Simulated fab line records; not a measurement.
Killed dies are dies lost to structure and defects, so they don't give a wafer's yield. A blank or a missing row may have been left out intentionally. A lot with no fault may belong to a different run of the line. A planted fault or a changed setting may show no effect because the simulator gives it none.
Which tool is to blame? ; flow nand harc ; 45 wafers from 15 lots sampled at 5 of the route's 1159 steps

WHAT EACH GAUGE READ, for each wafer
NHARC_A_M0_INSPECT_27.
lot;measured;on;raw defect count
L565;day 17 19:23;defect inspect-01;668 503 415
L570;day 18 06:34;defect inspect-01;532 456 518
L568;day 18 07:09;defect inspect-01;465 364 691
L569;day 19 01:55;defect inspect-02;386 416 427
L573;day 19 16:21;defect inspect-01;343 290 400
L572;day 19 16:30;defect inspect-01;367 362 426
L571;day 19 22:50;defect inspect-02;307 300 396
L574;day 20 01:38;defect inspect-01;441 376 346
L584;day 22 04:05;defect inspect-01;421 330 317
L586;day 23 17:22;defect inspect-01;584 324 315
L588;day 23 17:59;defect inspect-01;359 435 462
L587;day 23 17:04;defect inspect-01;411 398 432

NHARC_A_M1_CD_MEAS_16.
lot;measured;on;cd nm (nm)
L565;day 17 21:16;cd sem-02;120.3 119.6 119.4
L570;day 18 08:21;cd sem-01;119.3 119.3 118.8
L568;day 18 09:01;cd sem-01;120.5 120.5 121.5
L569;day 19 03:49;cd sem-02;120.0 119.9 119.5
L573;day 19 18:34;cd sem-01;119.2 119.4 119.7
L572;day 19 18:25;cd sem-03;120.1 121.1 121.2
L571;day 20 00:43;cd sem-02;120.7 120.4 119.8
L574;day 20 03:35;cd sem-02;119.3 119.0 119.2
L584;day 22 05:59;cd sem-01;118.5 119.1 118.7
L586;day 23 19:08;cd sem-03;120.2 119.4 120.2
L588;day 23 19:44;cd sem-02;120.1 120.8 119.8
L587;day 23 18:55;cd sem-02;119.9 120.1 119.3

NHARC_END_SORT_01.
lot;measured;on;killed at array;killed at other;killed at periphery;killed dies;killed open;killed short
L569;day 20 18:22;prober-01;27 42 24;0 2 3;3 4 4;30 48 31;4 3 4;7 4 2
L572;day 21 05:57;prober-02;30 21 28;4 0 2;7 8 3;41 29 33;2 2 2;4 2 5
L574;day 21 13:43;prober-01;27 33 26;0 0 0;0 3 2;27 36 28;2 4 7;0 2 2
L579;day 22 04:52;prober-02;674 674 674;1 1 1;2 2 2;677 677 677;5 1 5;2 3 3
L580;day 23 02:01;prober-01;669 670 670;3 4 3;5 3 4;677 677 677;3 3 5;2 1 6
L584;day 23 20:45;prober-02;23 16 21;0 0 0;4 4 6;27 20 27;3 2 2;4 2 2
L583;day 24 02:55;prober-02;674 673 674;0 0 0;3 4 3;677 677 677;1 3 4;0 1 2

WHICH TOOL RAN EACH LOT (tool, then ch and the chambers of the sampled wafers, then the start)
lot;NHARC_A_CHANNEL_HOLE_D1_STRIP_43;NHARC_A_M0_PRE_CLEAN_29
L565;rie diel-10 ch 2,3, day 8 23:29;pvd sputter-03, day 17 19:23 or earlier
L570;rie diel-10 ch 1,2,3, day 9 10:59;pvd sputter-03, day 18 06:34 or earlier
L568;rie diel-10 ch 1,2, day 9 11:05;pvd sputter-02, day 18 07:09 or earlier
L569;rie diel-10 ch 0,1,2, day 9 16:15;pvd sputter-03, day 19 01:55 or earlier
L573;rie diel-07 ch 0,1, day 10 02:40;pvd sputter-03, day 19 16:21 or earlier
L572;rie diel-10 ch 1,2, day 10 03:41;pvd sputter-02, day 19 16:30 or earlier
L571;rie diel-07 ch 1,2, day 10 06:50;pvd sputter-01, day 19 22:50 or earlier
L574;rie diel-10 ch 1,2, day 10 18:44;pvd sputter-02, day 20 01:38 or earlier
L579;rie diel-10 ch 1,2,3, day 12 03:17;-
L580;rie diel-05 ch 1,2, day 12 11:42;-
L584;rie diel-07 ch 0,1,2, day 12 19:33;pvd sputter-02, day 22 04:05 or earlier
L583;rie diel-05 ch 0,2,3, day 12 19:52;-
L586;rie diel-07 ch 0,2,3, day 13 18:31;pvd sputter-03, day 23 17:22 or earlier
L588;rie diel-05 ch 0,2,3, day 14 05:26;pvd sputter-01, day 23 17:59 or earlier
L587;rie diel-10 ch 1,2,3, day 14 09:38;pvd sputter-01, day 23 17:04 or earlier
- NHARC_A_CHANNEL_HOLE_D1_STRIP_43: strips in O2/COS.
- NHARC_A_M0_PRE_CLEAN_29: time 30 s.

WHAT THE TOOLS THEMSELVES READ (means of the sampled wafers that have a number; where no wafer has one, the mark that the record gives instead)
NHARC_A_M0_PRE_CLEAN_29.
lot;tool;heater power w (W)
L565;pvd sputter-03;439
L570;pvd sputter-03;469
L568;pvd sputter-02;429
L569;pvd sputter-03;436
L573;pvd sputter-03;426
L572;pvd sputter-02;440
L571;pvd sputter-01;379
L574;pvd sputter-02;417
L584;pvd sputter-02;444
L586;pvd sputter-03;448
L588;pvd sputter-01;440
L587;pvd sputter-01;402

THE ANSWER, worked out from the rows above alone
Rule: the usual values come from the lots themselves. The widest of any qualifying gaps counts: lots, ordered by their means at a reading, are off when they make up no more than a third of the lots, leave a main group of 4 or more, and stand apart from it by 3 or more times the standard deviation of that group's means. A main group is skipped when, at the precision printed for the reading in the tables above, its means are all equal. Also off: a lot with no number at a reading for which 4 or more lots have one. The other lots that the step has rows for count as sound. Order of review: gauges by route order, followed by the tools' own readings, for which a lot's mean as printed above is used. At the first step where some lot is off, the reading lying furthest off is the one used; lots without a number count as furthest.
None of the lots is off at any reading shown; this tells nothing.

WHAT HAD BEEN PUT IN BY THE SIMULATOR
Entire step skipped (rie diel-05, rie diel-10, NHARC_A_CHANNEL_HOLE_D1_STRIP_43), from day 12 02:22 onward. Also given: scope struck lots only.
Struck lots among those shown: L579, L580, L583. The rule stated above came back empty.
